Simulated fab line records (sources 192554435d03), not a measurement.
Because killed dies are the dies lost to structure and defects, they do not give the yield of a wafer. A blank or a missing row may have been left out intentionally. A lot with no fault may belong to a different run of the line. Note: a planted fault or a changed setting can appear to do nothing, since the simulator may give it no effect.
2 desks, one fault	flow n5-finfet	what lay behind the numbers comes last; until then each desk has only its own

== AT THE METROLOGY DESK ==
What the gauges read, lot by lot, whatever tool the lot ran on: means of the sampled wafers that have a number. The brackets show how far a lot's mean lies from the usual mean; more than 4 standard deviations puts the lot out of limits, marked OUT. 7 of its 12 readings are shown, namely those furthest out on some lot.
Columns: A = cd-nm at N5_BEOL_M2_CD_MEAS_28, usual 26.21 nm; B = trench-depth-nm at N5_BEOL_M2_OCD_MEAS_38, usual 55.8 nm; C = DIBL_N at N5_BEOL_M4_RC_MEAS_101, usual 36.2 mV/V; D = IOFF_P at N5_BEOL_M4_RC_MEAS_101, usual 0.22 nA/um; E = ION_P at N5_BEOL_M4_RC_MEAS_101, usual 465 uA/um; F = VT_N at N5_BEOL_M4_RC_MEAS_101, usual 250 mV; G = VT_P at N5_BEOL_M4_RC_MEAS_101, usual -249 mV
lot	first seen here	A	B	C	D	E	F	G
L670	day 7 00:16	26.36	56.1	35.3	0.24	467	252	-247
L671	day 7 01:49	26.31	56.5	35.6	0.19	465	249	-250
L672	day 7 14:14	26.35	56.3	36.3	0.22	464	246	-249
L676	day 8 16:57	26.15	54.4	37.7	0.27	474	248	-246
L682	day 10 00:08	26.19	54.8	36.2	0.22	467	251	-248
L683	day 10 10:34	25.93	53.9	38.3	0.25	470	245	-246
L686	day 10 21:42	26.16	54.6	38.1	0.23	467	247	-248
L691	day 11 23:59	26.40	54.3	37.4	0.22	460	250	-249
L692	day 12 22:50	26.57	56.5	35.4	0.17	453	255	-255
This desk's finding: nothing out of limits on any of the 9 lots.

== AT THE TOOL OWNER'S DESK: rie-diel-01 ==
The tool's own readings at N5_BEOL_M2_TRENCH_ETCH_37 (etches SiOC in C4F6/O2, target depth 55.555 nm, time 29.2 s): means of the sampled wafers that have a number, for each lot that ran on this tool. The brackets show how far a lot's mean lies from the usual mean; more than 4 standard deviations puts the lot out of limits, marked OUT.
Columns: A = drypump-motor-current-A at N5_BEOL_M2_TRENCH_ETCH_37, usual 5.6 A; B = oes-product-au at N5_BEOL_M2_TRENCH_ETCH_37, usual 0.80 a.u.; C = rf-vpp-V at N5_BEOL_M2_TRENCH_ETCH_37, usual 655 V; D = showerhead-plenum-p-Torr at N5_BEOL_M2_TRENCH_ETCH_37, usual 2.83 Torr; E = throttle-valve-pct at N5_BEOL_M2_TRENCH_ETCH_37, usual 20.74 %
lot	first seen here	A	B	C	D	E
L670	day 7 01:50	5.6	0.76	660	2.86	20.71
L672	day 7 19:26	5.6	0.80	653	2.93	20.63
L682	day 10 08:28	5.8	0.78	664	2.73	20.77
L683	day 10 11:16	5.7	0.82	652	2.87	20.86
This desk's finding: nothing out of limits on any of the 4 lots.

== BROUGHT TOGETHER ==
Metrology desk: nothing out of limits seen.
Nothing out of limits was seen by the tool owner's desk.

== WHAT THE SIMULATOR PUT IN ==
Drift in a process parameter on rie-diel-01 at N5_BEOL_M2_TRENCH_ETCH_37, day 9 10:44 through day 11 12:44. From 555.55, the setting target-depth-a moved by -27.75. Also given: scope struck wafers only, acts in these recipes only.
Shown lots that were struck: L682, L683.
